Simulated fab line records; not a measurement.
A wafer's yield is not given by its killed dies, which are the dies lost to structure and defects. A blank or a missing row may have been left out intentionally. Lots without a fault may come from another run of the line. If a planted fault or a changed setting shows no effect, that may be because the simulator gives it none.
fab line records | flow nand_harc
record: lots: 12 | wafers: 34 | last_day: 24
route steps=1159 shown A_BONDPAD@1088 THIN_TSV@1125
lots that met no fault: from a run of the same line without faults
start_h: hours from the record's first day to the start of the lot's first wafer shown | wait_h: hours elapsed since this lot's preceding step | " the same as in the row above | L1.1+2: a single row standing in for several wafers | - value missing, or start not given | * or withheld: withheld | < > ~ a bound
route shown NAME@n: NAME is a module with steps in the file, n the number in the route of the first one | usual: mean/standard deviation of fault-free wafers | same: alike in all rows | chamber/n: place in a boat | sites: per-site readings | _std_site: the standard deviation of these | _edge_site: outer sites' mean less inner sites' | radius_mm: how far each site lies from the wafer's centre | mask NAME#n: copy n | behind: tool/chamber where the wafer was last shaped | hold: what put the lot on hold/how long, in hours/how the hold closed | device: the n, p or np transistor that did not switch | end of line: tests run on the same wafers once the route is complete | where a step has no rows: the recipe by itself | killed: count of dies lost to structure and defects at first sort (not the wafer's yield) | map: dies across one wafer; x = killed, . = not, _ = none there
set.NAME: setting as actually run; set.NAME@STEP: the setting as run at that earlier step | model.NAME: the simulator's own value behind a step, which no gauge read
the route's steps for a sample of lots (tables are steps, rows are wafers)
services: a tool's chamber out of use, with start hour (start_h, from the record's first day; less than 0 if before it), hours out, and reason
== steps ==
step: NHARC_A_BONDPAD_CMP_19
recipe: t_overpolish_s: 30 | cu_recess_touch_s: 16 | target_thk_nm: 169.8
usual: motor_current_A: 12.6/1.1 | overpolish_run_s: 30.000/0.0088 | pad_life_wafers: 262/140
lot.wafer | tool   | chamber | start_h | wait_h | motor_current_A | overpolish_run_s | pad_life_wafers
L683.2    | cmp-02 | 2       | 396.43  | -      | 12.7            | 30.004           | 372
L683.3    | "      | 3       | "       | "      | 12.7            | 30.006           | 373
L683.1    | "      | 0       | "       | "      | 11.9            | 29.992           | 374
L686.2    | cmp-04 | 3       | 418.60  | -      | 14.2            | 29.995           | 63
L686.5    | "      | 0       | "       | "      | 11.3            | 29.999           | -
L686.6    | "      | 1       | "       | "      | 13.7            | 29.991           | -
L687.4    | cmp-04 | 1       | 424.47  | -      | 13.7            | 29.989           | 108
L687.1    | "      | 3       | "       | "      | 12.7            | 29.999           | 110
L687.5    | "      | 2       | "       | "      | 13.2            | 30.015           | -
L688.3    | cmp-01 | 2       | 428.89  | -      | 13.2            | 29.997           | 277
L688.4    | "      | 3       | "       | "      | 12.5            | 30.003           | 278
L688.2    | "      | 0       | "       | "      | 11.4            | 29.997           | 279
L690.4    | cmp-04 | 2       | 441.62  | -      | 13.1            | 30.001           | 204
L690.1    | "      | 3       | "       | "      | 12.5            | 29.996           | 205
L690.2    | "      | 0       | "       | "      | 11.7            | 29.992           | 206
L691.3    | cmp-04 | 3       | 466.94  | -      | 12.8            | 29.980           | 342
L691.2    | "      | 0       | "       | "      | 11.2            | 30.007           | 343
L691.4    | "      | 1       | "       | "      | 13.6            | 30.003           | 344
L693.2    | cmp-02 | 0       | 482.30  | -      | 12.5            | 30.011           | 283
L693.4    | "      | 1       | "       | "      | 9.9             | 30.001           | 284
L693.5    | "      | 3       | "       | "      | 12.3            | 30.010           | -
L695.3    | cmp-04 | 3       | 482.99  | -      | 13.8            | 29.988           | 396
L695.4    | "      | 0       | "       | "      | 11.4            | 29.999           | 397
L695.6    | "      | 0       | "       | "      | 11.4            | 29.992           | -
L698.3    | cmp-01 | 1       | 512.98  | -      | 13.8            | 29.989           | 186
L698.2    | "      | 3       | "       | "      | 12.4            | 30.015           | 188
L698.4    | "      | 0       | "       | "      | 11.7            | 30.005           | 189
L702.4    | cmp-02 | 0       | 518.23  | -      | 12.5            | 29.996           | 537
L702.5    | "      | 1       | "       | "      | 10.0            | 29.993           | -
L706.3    | cmp-01 | 2       | 542.35  | -      | 12.6            | 29.997           | 372
L706.4    | "      | 0       | "       | "      | 11.7            | 30.026           | 374
L706.1    | "      | 1       | "       | "      | 14.4            | 29.998           | 375
L704.4    | cmp-02 | 2       | 545.61  | -      | 13.4            | 30.010           | 84
L704.1    | "      | 1       | "       | "      | 9.7             | 30.012           | 87
step: NHARC_THIN_TSV_ETCHBACK_48
recipe: target_depth_a: 10285 | over_etch_frac: 0.3 | time_s: 405.17 | ion_energy_ev: 250 | c4f8_flow_sccm: withheld | ar_flow_sccm: withheld | rf_w: 600 | bias_w: 300 | chemistry: C4F8/Ar
usual: bias_w: 300.1/0.89 | oes_product_au: 0.95/0.03 | over_etch_frac: 0.3/0 | rf_vpp_V: 547/3.6
lot.wafer | tool        | chamber | start_h | wait_h | bias_w | oes_product_au | over_etch_frac | rf_hours_counter_h | rf_vpp_V
L683.3    | rie_diel-07 | 2       | 414.86  | -      | 298.8  | 0.99           | 0.3            | 0                  | 550
L683.1    | "           | 0       | "       | "      | 299.9  | 0.99           | 0.3            | 0                  | 546
L683.2    | "           | 1       | "       | "      | 299.9  | 1.00           | 0.3            | 0                  | 541
L686.2    | rie_diel-07 | 3       | 439.42  | -      | 299.1  | 0.93           | 0.3            | 2                  | 550
L686.5    | "           | 3       | "       | "      | 300.3  | 0.92           | 0.3            | -                  | 553
L686.6    | "           | 0       | "       | "      | 299.5  | 0.93           | 0.3            | -                  | 547
L687.4    | rie_diel-02 | 2       | 441.49  | -      | 300.1  | 0.94           | 0.3            | 8                  | 549
L687.1    | "           | 1       | "       | "      | 300.9  | 0.92           | 0.3            | 7                  | 549
L687.5    | "           | 3       | "       | "      | 300.6  | 0.92           | 0.3            | -                  | 550
L688.3    | rie_diel-07 | 1       | 443.07  | 0.3    | 297.9  | 0.91           | 0.3            | 3                  | 541
L688.4    | "           | 3       | "       | "      | 300.1  | 0.92           | 0.3            | 3                  | 552
L688.2    | "           | 0       | "       | "      | 300.2  | 0.92           | 0.3            | 3                  | 547
L690.1    | rie_diel-04 | 1       | 459.12  | -      | 300.2  | 0.92           | 0.3            | 18                 | 547
L690.2    | "           | 3       | "       | "      | 300.5  | 0.93           | 0.3            | 17                 | 542
L690.4    | "           | 3       | "       | "      | 300.6  | 0.92           | 0.3            | -                  | 541
L691.2    | rie_diel-02 | 3       | 481.57  | -      | 300.3  | 0.93           | 0.3            | 10                 | 551
L691.4    | "           | 0       | "       | "      | 300.7  | 0.92           | 0.3            | 9                  | 545
L691.3    | "           | 2       | "       | "      | 301.2  | 0.94           | 0.3            | 10                 | 548
L693.2    | rie_diel-07 | 0       | 497.70  | -      | 299.8  | 0.92           | 0.3            | 6                  | 549
L693.5    | "           | 3       | "       | "      | 301.4  | 0.92           | 0.3            | -                  | 551
L693.4    | "           | 1       | "       | "      | 301.9  | 0.92           | 0.3            | -                  | 541
L695.4    | rie_diel-02 | 1       | 499.25  | -      | 300.1  | 0.92           | 0.3            | 10                 | 548
L695.3    | "           | 0       | "       | "      | 298.3  | 0.92           | 0.3            | 10                 | 545
L695.6    | "           | 2       | "       | "      | 301.4  | 0.94           | 0.3            | -                  | 549
L698.3    | rie_diel-04 | 2       | 528.76  | -      | 299.2  | 0.99           | 0.3            | 7                  | 550
L698.2    | "           | 1       | "       | "      | 299.9  | 1.00           | 0.3            | 8                  | 547
L698.4    | "           | 3       | "       | "      | 298.7  | 1.00           | 0.3            | -                  | 541
L702.5    | rie_diel-04 | 2       | 533.80  | -      | 299.0  | 0.91           | 0.21806        | -                  | 551
L702.4    | "           | 3       | "       | "      | 300.0  | 0.93           | 0.21806        | -                  | 541
L706.3    | rie_diel-02 | 0       | 557.04  | -      | 301.1  | 0.96           | 0.3            | 4                  | 544
L706.4    | "           | 1       | "       | "      | 300.4  | 0.97           | 0.3            | 4                  | 548
L706.1    | "           | 2       | "       | "      | 300.8  | 0.98           | 0.3            | 3                  | 548
L704.1    | rie_diel-04 | 3       | 560.86  | -      | 299.9  | 0.93           | 0.3            | 11                 | 542
L704.4    | "           | 2       | "       | "      | 299.4  | 0.93           | 0.21806        | -                  | 548
step: NHARC_THIN_TSV_STRIP_62
recipe: power_w: 1500 | temp_c: 250 | time_s: 20 | chemistry: N2/H2
usual: drypump_motor_current_A: 5.57/0.14 | heater_power_w: 305/28
lot.wafer | tool            | chamber | start_h | wait_h | drypump_motor_current_A | heater_power_w | rf_hours_counter_h
L683.2    | plasma_asher-02 | 0       | 415.29  | -      | 5.49                    | 280            | 13
L683.1    | "               | 1       | "       | "      | 5.45                    | 303            | 13
L683.3    | "               | 0       | "       | "      | 5.56                    | 291            | -
L686.2    | plasma_asher-02 | 0       | 439.81  | -      | 5.55                    | 283            | 22
L686.5    | "               | 1       | "       | "      | 5.45                    | 296            | -
L686.6    | "               | 0       | "       | "      | 5.56                    | 274            | -
L687.1    | plasma_asher-02 | 0       | 442.02  | -      | 5.55                    | 289            | 23
L687.4    | "               | 1       | "       | "      | 5.45                    | 296            | -
L687.5    | "               | 1       | "       | "      | 5.46                    | 298            | -
L688.2    | plasma_asher-01 | 0       | 443.45  | -      | 5.55                    | 371            | 57
L688.3    | "               | 1       | "       | "      | 5.87                    | 302            | -
L688.4    | "               | 0       | "       | "      | 5.57                    | 373            | -
L690.1    | plasma_asher-02 | 1       | 460.30  | -      | 5.46                    | 307            | 33
L690.2    | "               | 0       | "       | "      | 5.47                    | 281            | 33
L690.4    | "               | 0       | "       | "      | 5.51                    | 285            | -
L691.2    | plasma_asher-01 | 1       | 482.13  | -      | 5.84                    | 294            | 6
L691.4    | "               | 1       | "       | "      | 5.85                    | 282            | -
L691.3    | "               | 0       | "       | "      | 5.57                    | 354            | -
L693.2    | plasma_asher-02 | 0       | 498.09  | -      | 5.50                    | 290            | 44
L693.4    | "               | 0       | "       | "      | 5.53                    | 285            | -
L693.5    | "               | 1       | "       | "      | 5.42                    | 315            | -
L695.3    | plasma_asher-02 | 0       | 499.65  | -      | 5.57                    | 291            | -
L695.4    | "               | 1       | "       | "      | 5.43                    | 301            | -
L695.6    | "               | 0       | "       | "      | 5.53                    | 279            | -
L698.2    | plasma_asher-02 | 0       | 529.22  | -      | 5.52                    | 286            | 56
L698.4    | "               | 1       | "       | "      | 5.43                    | 301            | -
L698.3    | "               | 0       | "       | "      | 5.52                    | 278            | -
L702.4    | plasma_asher-02 | 1       | 534.08  | -      | 5.43                    | 299            | -
L702.5    | "               | 0       | "       | "      | 5.52                    | 287            | -
L706.1    | plasma_asher-01 | 1       | 557.42  | -      | 5.85                    | 282            | 28
L706.4    | "               | 0       | "       | "      | 5.61                    | 349            | -
L706.3    | "               | 1       | "       | "      | 5.84                    | 289            | -
L704.1    | plasma_asher-01 | 1       | 561.27  | -      | 5.86                    | 292            | 30
L704.4    | "               | 1       | "       | "      | 5.86                    | 293            | -
step: NHARC_THIN_TSV_CMP_21
recipe: t_overpolish_s: 30 | target_thk_nm: 2000
usual: motor_current_A: 12.7/1.1 | overpolish_run_s: 29.999/0.0094 | pad_life_wafers: 216/130
lot.wafer | tool   | chamber | start_h | wait_h | motor_current_A | overpolish_run_s | pad_life_wafers
L683.3    | cmp-03 | 1       | 417.02  | -      | 14.2            | 30.006           | 348
L683.1    | "      | 2       | "       | "      | 13.0            | 30.007           | 349
L683.2    | "      | 3       | "       | "      | 11.1            | 29.994           | 350
L686.2    | cmp-02 | 1       | 441.53  | -      | 10.4            | 30.005           | 97
L686.6    | "      | 0       | "       | "      | 12.8            | 29.994           | -
L686.5    | "      | 1       | "       | "      | 10.3            | 29.996           | -
L687.4    | cmp-02 | 2       | 443.73  | -      | 12.8            | 29.998           | 120
L687.1    | "      | 0       | "       | "      | 12.2            | 29.998           | 122
L687.5    | "      | 3       | "       | "      | 13.2            | 30.001           | -
L688.3    | cmp-04 | 0       | 445.13  | -      | 11.8            | 30.011           | 228
L688.4    | "      | 2       | "       | "      | 13.4            | 29.982           | 230
L688.2    | "      | 3       | "       | "      | 12.9            | 29.999           | 231
L690.4    | cmp-03 | 3       | 462.41  | -      | 10.8            | 29.997           | 36
L690.1    | "      | 1       | "       | "      | 13.7            | 30.015           | 38
L690.2    | "      | 2       | "       | "      | 12.6            | 29.997           | 39
L691.2    | cmp-02 | 2       | 483.83  | -      | 13.0            | 29.999           | 288
L691.3    | "      | 0       | "       | "      | 12.4            | 30.009           | 290
L691.4    | "      | 1       | "       | "      | 9.8             | 30.023           | 291
L693.4    | cmp-02 | 1       | 499.86  | -      | 9.9             | 29.980           | 398
L693.2    | "      | 2       | "       | "      | 14.0            | 30.002           | 399
L693.5    | "      | 3       | "       | "      | 13.0            | 29.998           | -
L695.3    | cmp-04 | 0       | 501.34  | -      | 11.3            | 29.998           | 1
L695.4    | "      | 2       | "       | "      | 12.4            | 30.029           | 3
L695.6    | "      | 0       | "       | "      | 11.6            | 29.990           | -
L698.4    | cmp-04 | 3       | 530.91  | -      | 13.2            | 29.991           | 222
L698.3    | "      | 1       | "       | "      | 13.5            | 30.004           | 224
L698.2    | "      | 2       | "       | "      | 13.5            | 29.999           | 225
L702.4    | cmp-04 | 1       | 535.82  | -      | 13.6            | 29.983           | 240
L702.5    | "      | 1       | "       | "      | 13.0            | 29.991           | -
L706.1    | cmp-03 | 2       | 559.13  | -      | 13.4            | 29.998           | 48
L706.3    | "      | 3       | "       | "      | 11.3            | 29.992           | 49
L706.4    | "      | 0       | "       | "      | 12.3            | 30.002           | 50
L704.1    | cmp-03 | 1       | 562.96  | -      | 13.5            | 29.991           | 66
L704.4    | "      | 0       | "       | "      | 12.8            | 30.013           | 69
== services ==
tool            | chamber | start_h | hours | kind
plasma_asher-01 | -       | 393.09  | 0.4   | repair
rie_diel-02     | 1       | 396.42  | 7.7   | repair
cmp-04          | -       | 397.31  | 0.6   | repair
cmp-04          | -       | 399.00  | 4.0   | pm
cmp-02          | -       | 399.22  | 1.4   | repair
rie_diel-07     | -       | 405.27  | 9.0   | pm
rie_diel-02     | 0       | 408.33  | 7.3   | repair
cmp-04          | -       | 414.31  | 3.6   | repair
plasma_asher-01 | -       | 415.83  | 0.7   | repair
cmp-02          | -       | 423.52  | 4.0   | pm
cmp-02          | -       | 450.43  | 0.4   | repair
cmp-03          | -       | 451.15  | 4.0   | pm
rie_diel-07     | 2       | 451.15  | 1.9   | repair
plasma_asher-01 | -       | 453.00  | 9.0   | pm
plasma_asher-02 | -       | 461.84  | 5.1   | repair
rie_diel-07     | 2       | 462.78  | 10.5  | repair
rie_diel-07     | 2       | 490.78  | 20.1  | repair
cmp-04          | -       | 497.00  | 4.0   | pm
rie_diel-02     | -       | 504.91  | 9.0   | pm
plasma_asher-01 | -       | 521.08  | 10.2  | repair
cmp-02          | -       | 521.52  | 4.0   | pm
cmp-03          | -       | 529.62  | 7.4   | repair
plasma_asher-02 | -       | 537.35  | 9.0   | pm
cmp-03          | -       | 549.15  | 4.0   | pm
== key ==
first_sign: step: NHARC_THIN_TSV_ETCHBACK_48 | reading: over_etch_frac | direction: down | sigmas: 99+ | usual: 0.3 | struck: 0.21806
effect none on later readings
met_at NHARC_THIN_TSV_ETCHBACK_48
struck_lots L702,L704
struck_wafers L702.4,L702.5,L704.4
not_acting_at NHARC_A_BONDPAD_CMP_19,NHARC_THIN_TSV_STRIP_62,NHARC_THIN_TSV_CMP_21
onset_between 528.76 533.80
fault: kind: process_parameter_drift | tool: rie_diel-04 | chamber: - | onset_h: 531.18 | steps: NHARC_THIN_TSV_ETCHBACK_48 | channel: over_etch_frac | offset: -0.081939 | shape: step | end_h: 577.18 | scope: struck_wafers_only | acts_in: these_recipes_only | stated: 0.3
